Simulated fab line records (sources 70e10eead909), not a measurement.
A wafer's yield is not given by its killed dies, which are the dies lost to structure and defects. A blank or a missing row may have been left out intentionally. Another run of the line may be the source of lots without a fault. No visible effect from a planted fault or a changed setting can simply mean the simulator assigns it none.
Chamber matching :: flow nandHarc :: 4 sister chambers for NHARC_A_CONTACT_ETCH_88 on rieDiel-08
The step etches the open film in CF4, target depth 39 nm, time 65 s. 4 wafers are shown with their chamber, then 12 later ones without.

## WAFERS, EACH WITH ITS CHAMBER
wafer: L086.4
chamber: 2
showerheadPlenumPTorr (Torr): 1.70

wafer: L088.4
chamber: 1
showerheadPlenumPTorr (Torr): 1.79

wafer: L088.5
chamber: 0
showerheadPlenumPTorr (Torr): 1.81

wafer: L088.6
chamber: 3
showerheadPlenumPTorr (Torr): 1.68

## WAFERS WHOSE CHAMBER IS MISSING
wafer: L089.1
showerheadPlenumPTorr (Torr): 1.70

wafer: L089.2
showerheadPlenumPTorr (Torr): 1.79

wafer: L089.4
showerheadPlenumPTorr (Torr): 1.81

wafer: L090.3
showerheadPlenumPTorr (Torr): 1.68

wafer: L090.4
showerheadPlenumPTorr (Torr): 1.81

wafer: L090.5
showerheadPlenumPTorr (Torr): 1.70

wafer: L091.1
showerheadPlenumPTorr (Torr): 1.68

wafer: L091.4
showerheadPlenumPTorr (Torr): 1.70

wafer: L091.5
showerheadPlenumPTorr (Torr): 1.68

wafer: L093.1
showerheadPlenumPTorr (Torr): 1.78

wafer: L093.4
showerheadPlenumPTorr (Torr): 1.70

wafer: L093.5
showerheadPlenumPTorr (Torr): 1.81

## THE CHAMBER EACH PASSED THROUGH
wafer: L089.1
from the rows above: 2
in truth: 2

wafer: L089.2
from the rows above: 1
in truth: 1

wafer: L089.4
from the rows above: 0
in truth: 0

wafer: L090.3
from the rows above: 3
in truth: 3

wafer: L090.4
from the rows above: 0
in truth: 0

wafer: L090.5
from the rows above: 2
in truth: 2

wafer: L091.1
from the rows above: 3
in truth: 3

wafer: L091.4
from the rows above: 2
in truth: 2

wafer: L091.5
from the rows above: 3
in truth: 3

wafer: L093.1
from the rows above: 1
in truth: 1

wafer: L093.4
from the rows above: 2
in truth: 2

wafer: L093.5
from the rows above: 0
in truth: 0
Correct placement for 12 of the 12. Number that these rows cannot place: 0. Wrongly placed: 0.
How it was worked out, from the rows above alone: a wafer's distance from a chamber is the root of the sum, over the readings, of the square of ((its reading less the chamber's mean) divided by the reading's scatter). The wafer belongs to the nearest chamber; if the next one is less than 2 further off, it can't be placed. Each chamber's mean is taken over the wafers shown for it. The scatter: root of mean squared gap, hidden wafer to nearest shown wafer, with one shown wafer a chamber.
